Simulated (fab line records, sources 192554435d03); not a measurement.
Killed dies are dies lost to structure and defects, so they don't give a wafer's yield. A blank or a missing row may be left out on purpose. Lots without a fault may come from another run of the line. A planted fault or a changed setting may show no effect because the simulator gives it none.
Chamber matching | flow n5_finfet | N5_BEOL_M9_DESCUM_33 on rie_diel-04: 4 sister chambers
The step chemistry O2, time 7 s. 16 wafers are shown with their chamber, then 8 later ones without.

WAFERS WITH THEIR CHAMBER
wafer  | chamber | showerhead_plenum_p_Torr (Torr) | throttle_valve_pct (%) | oes_product_au (a.u.)
L076.3 | 1       | 2.18                            | 20.37                  | 0.74
L076.4 | 0       | 1.97                            | 20.01                  | 0.75
L076.5 | 3       | 1.94                            | 20.26                  | 0.78
L084.1 | 3       | 1.94                            | 20.29                  | 0.76
L084.4 | 1       | 2.17                            | 20.41                  | 0.72
L084.6 | 2       | 2.13                            | 20.28                  | 0.91
L085.1 | 2       | 2.12                            | 20.29                  | 0.91
L085.2 | 0       | 1.96                            | 20.04                  | 0.74
L085.3 | 3       | 1.94                            | 20.29                  | 0.76
L085.4 | 1       | 2.17                            | 20.42                  | 0.72
L085.5 | 1       | 2.17                            | 20.39                  | 0.72
L085.6 | 2       | 2.12                            | 20.28                  | 0.92
L089.2 | 3       | 1.93                            | 20.30                  | 0.76
L089.4 | 2       | 2.12                            | 20.28                  | 0.90
L089.5 | 0       | 1.96                            | 20.04                  | 0.73
L088.3 | 1       | 2.17                            | 20.43                  | 0.72

SIGNATURES (means of the wafers above)
reading                  | chamber 0 | chamber 1 | chamber 2 | chamber 3 | scatter within a chamber
showerhead_plenum_p_Torr | 1.9633    | 2.1720    | 2.1225    | 1.9375    | 0.00497
throttle_valve_pct       | 20.0300   | 20.4040   | 20.2825   | 20.2850   | 0.018
oes_product_au           | 0.7400    | 0.7240    | 0.9100    | 0.7650    | 0.00922
Rule: a wafer's distance from a chamber is the root of the sum, over the readings, of the square of ((its reading less the chamber's mean) divided by the reading's scatter). The wafer belongs to the nearest chamber; if the next one is less than 2 further off, it can't be placed. The scatter: the root of (the sum of the squares of (reading less its chamber's mean) over the shown wafers, divided by (wafers less chambers)).

WAFERS WITHOUT THEIR CHAMBER
wafer  | showerhead_plenum_p_Torr (Torr) | throttle_valve_pct (%) | oes_product_au (a.u.)
L088.4 | 2.12                            | 20.32                  | 0.90
L088.5 | 2.17                            | 20.40                  | 0.70
L090.1 | 2.12                            | 20.31                  | 0.89
L090.2 | 2.17                            | 20.43                  | 0.71
L090.3 | 1.93                            | 20.29                  | 0.74
L091.1 | 2.17                            | 20.44                  | 0.71
L091.5 | 1.93                            | 20.31                  | 0.75
L091.6 | 2.12                            | 20.31                  | 0.89

WHICH CHAMBER EACH WENT THROUGH
wafer  | from the rows above | in truth
L088.4 | 2                   | 2
L088.5 | 1                   | 1
L090.1 | 2                   | 2
L090.2 | 1                   | 1
L090.3 | 3                   | 3
L091.1 | 1                   | 1
L091.5 | 3                   | 3
L091.6 | 2                   | 2
Placed correctly: 8 of 8. Can't be placed from these rows: 0. Placed wrongly: 0.
